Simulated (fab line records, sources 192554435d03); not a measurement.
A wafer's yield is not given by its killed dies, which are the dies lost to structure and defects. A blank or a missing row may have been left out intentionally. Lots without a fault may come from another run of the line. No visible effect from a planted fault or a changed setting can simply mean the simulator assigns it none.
fab line records | flow n5_finfet
record: lots: 7 | wafers: 39
route steps=1938 shown TV_OPEN@1887
start_h: start of the lot's first displayed wafer, in hours after the record's first day | wait_h: how many hours have passed since the lot's step before this one | " repeats the value in the row above | L1.1+2: a single row standing in for several wafers | - either no value or no given start | * or withheld: withheld | < > ~ a bound
route shown NAME@n: NAME is a module with steps in the file, n the number in the route of the first one | usual: the fault-free wafers' mean and standard deviation | same: alike in all rows | chamber/n: place in a boat | sites: readings site by site | _std_site: standard deviation of those values | _edge_site: outer sites' mean less inner sites' | radius_mm: for every site, how far away it sits from the centre of the wafer | mask NAME#n: copy n | behind: tool/chamber where the wafer was last shaped | hold: the reason the lot was held/the length of the hold in hours/how it ended | device: whichever transistor did not switch (one of n, p or np) | end of line: at the end of the route, the tests of the same wafers | for a step that has no rows: nothing shown but its recipe | killed: dies that structure and defects cost at the first sort, which is not the same as the wafer's yield | map: a wafer's dies, marking killed ones x, the rest . and places with no die _
set.NAME: the setting the step ran with; set.NAME@STEP: the setting that earlier step ran with | model.NAME: the simulator's own value behind a step, which no gauge read
lots whose settings were changed on purpose; a table a step, a row a wafer
== steps ==
step: N5_PASSIVATION_PASS_ETCH_74
recipe: chemistry: CF4/O2 | target: SiNx | target_depth_a: 2200 | time_s: 110 | ion_energy_ev: 100 | pressure_mtorr: 40 | source_w: 535 | bias_w: 49 | Ar_flow_sccm: 100 | cf4_flow_sccm: 100 | O2_flow_sccm: 10
lot.wafer | tool        | chamber | start_h | wait_h | set.target_depth_a | model.etch.depth_nm | model.TV_OPEN.cd_offset_nm
L076.1    | rie_diel-04 | 2       | 278.62  | 0.0    | 2792               | 292.8               | -3.4
L076.2    | "           | 3       | "       | "      | 2792               | 281.4               | -2.8
L076.3    | "           | 0       | "       | "      | 2200               | 231.8               | -0.4
L076.4    | "           | 1       | "       | "      | 2200               | 225.1               | -0.6
L076.5    | "           | 1       | "       | "      | 2200               | 225.2               | -0.6
L076.6    | "           | 0       | "       | "      | 2792               | 289.5               | -3.2
L079.1    | rie_diel-02 | 2       | 302.47  | 0.0    | 2720               | 271                 | -2
L079.2    | "           | 0       | "       | "      | 2200               | 222.1               | -0.2
L079.3    | "           | 1       | "       | "      | 2200               | 218.7               | -0.4
L079.4    | "           | 1       | "       | "      | 2720               | 266.1               | -2.8
L079.5    | "           | 0       | "       | "      | 2720               | 274.3               | -2.8
L079.6    | "           | 2       | "       | "      | 2200               | 219.5               | 0.4
L080.3    | rie_diel-04 | 0       | 305.39  | 0.0    | 2200               | 227.9               | 0.2
L080.4    | "           | 1       | "       | "      | 2200               | 224.6               | -0.8
L080.6    | "           | 3       | "       | "      | 2200               | 222.9               | -0.8
L082.1    | rie_diel-04 | 1       | 318.55  | 0.0    | 2837               | 294                 | -3.6
L082.2    | "           | 3       | "       | "      | 2837               | 290.1               | -3.2
L082.3    | "           | 2       | "       | "      | 2200               | 228.8               | -0.6
L082.4    | "           | 0       | "       | "      | 2200               | 231.8               | 0.2
L082.5    | "           | 0       | "       | "      | 2837               | 296                 | -2.6
L082.6    | "           | 3       | "       | "      | 2200               | 224.9               | -0.4
L086.1    | rie_diel-04 | 1       | 342.41  | 0.0    | 2200               | 226                 | -0.8
L086.2    | "           | 3       | "       | "      | 2200               | 223                 | -0.4
L086.3    | "           | 2       | "       | "      | 2200               | 227.4               | -0.4
L086.4    | "           | 0       | "       | "      | 2200               | 227.6               | -0.2
L086.5    | "           | 2       | "       | "      | 2200               | 227                 | -0.4
L086.6    | "           | 3       | "       | "      | 2200               | 222.8               | -0.6
L088.1    | rie_diel-05 | 1       | 343.51  | 0.0    | 3144               | 315                 | -4.4
L088.2    | "           | 0       | "       | "      | 2200               | 214.6               | -1
L088.3    | "           | 3       | "       | "      | 3144               | 306.6               | -4.4
L088.4    | "           | 2       | "       | "      | 3144               | 322.6               | -4.2
L088.5    | "           | 0       | "       | "      | 2200               | 218.2               | -0.4
L088.6    | "           | 1       | "       | "      | 2200               | 219.9               | -0.2
L093.1    | rie_diel-04 | 2       | 381.73  | 0.0    | 2200               | 229                 | -0.6
L093.2    | "           | 0       | "       | "      | 2200               | 228                 | -0.6
L093.3    | "           | 1       | "       | "      | 2200               | 226.5               | -0.4
L093.4    | "           | 3       | "       | "      | 2200               | 222.4               | 0.2
L093.5    | "           | 1       | "       | "      | 2200               | 224.8               | -0.8
L093.6    | "           | 2       | "       | "      | 2200               | 228.2               | -0.8
step: N5_PASSIVATION_VIA_ETCH_13
recipe: chemistry: CHF3/O2 | target: SiO2 | target_depth_a: 6600 | CHF3_flow_sccm: 50 | O2_flow_sccm: 5 | Ar_flow_sccm: 200 | time_s: 330 | mask_material: PR | pressure_mtorr: 30 | source_w: 650 | bias_w: 170 | ion_energy_ev: 200 | ends: cleared
lot.wafer | tool        | chamber | start_h | wait_h | set.target_depth_a@PASSIVATION_PASS_ETCH_74 | model.TV_OPEN.cd_offset_nm
L076.1    | rie_diel-04 | 2       | 278.71  | 0.0    | 2792                                        | -2
L076.2    | "           | 3       | "       | "      | 2792                                        | -1
L076.3    | "           | 0       | "       | "      | 2200                                        | 1.6
L076.4    | "           | 1       | "       | "      | 2200                                        | 1.2
L076.5    | "           | 1       | "       | "      | 2200                                        | 1.4
L076.6    | "           | 0       | "       | "      | 2792                                        | -1.6
L079.1    | rie_diel-02 | 2       | 302.56  | 0.0    | 2720                                        | -0.2
L079.2    | "           | 0       | "       | "      | 2200                                        | 1.2
L079.3    | "           | 1       | "       | "      | 2200                                        | 2.2
L079.4    | "           | 1       | "       | "      | 2720                                        | -0.4
L079.5    | "           | 0       | "       | "      | 2720                                        | -1.8
L079.6    | "           | 2       | "       | "      | 2200                                        | 2.4
L080.3    | rie_diel-04 | 0       | 305.48  | 0.0    | 2200                                        | 2
L080.4    | "           | 1       | "       | "      | 2200                                        | 0.6
L080.6    | "           | 3       | "       | "      | 2200                                        | 0.8
L082.1    | rie_diel-04 | 1       | 318.64  | 0.0    | 2837                                        | -2.2
L082.2    | "           | 3       | "       | "      | 2837                                        | -2
L082.3    | "           | 2       | "       | "      | 2200                                        | 0.4
L082.4    | "           | 0       | "       | "      | 2200                                        | 1.8
L082.5    | "           | 0       | "       | "      | 2837                                        | -1
L082.6    | "           | 3       | "       | "      | 2200                                        | 1.4
L086.1    | rie_diel-04 | 1       | 342.50  | 0.0    | 2200                                        | 1.4
L086.2    | "           | 3       | "       | "      | 2200                                        | 1
L086.3    | "           | 2       | "       | "      | 2200                                        | 1.2
L086.4    | "           | 0       | "       | "      | 2200                                        | 2.4
L086.5    | "           | 2       | "       | "      | 2200                                        | 1.6
L086.6    | "           | 3       | "       | "      | 2200                                        | 0.8
L088.1+4  | rie_diel-05 | 1,2     | 343.60  | 0.0    | 3144                                        | -2
L088.2+5  | "           | 0       | "       | "      | 2200                                        | 1.2
L088.3    | "           | 3       | "       | "      | 3144                                        | -2.2
L088.6    | "           | 1       | "       | "      | 2200                                        | 2
L093.1+3  | rie_diel-04 | 2,1     | 381.82  | 0.0    | 2200                                        | 1.6
L093.2+4  | "           | 0,3     | "       | "      | 2200                                        | 1.4
L093.5+6  | "           | 1,2     | "       | "      | 2200                                        | 1.2
== key ==
split: step: N5_PASSIVATION_PASS_ETCH_74 | setting: target_depth_a | stated: 2200 | by: wafer
response: step: N5_PASSIVATION_PASS_ETCH_74 | reading: model.etch.depth_nm | change: +2.24 | per: 1% | r: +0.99
response: step: N5_PASSIVATION_PASS_ETCH_74 | reading: model.TV_OPEN.cd_offset_nm | change: -0.0945 | per: 1% | r: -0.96
response: step: N5_PASSIVATION_VIA_ETCH_13 | reading: model.TV_OPEN.cd_offset_nm | change: -0.0959 | per: 1% | r: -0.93
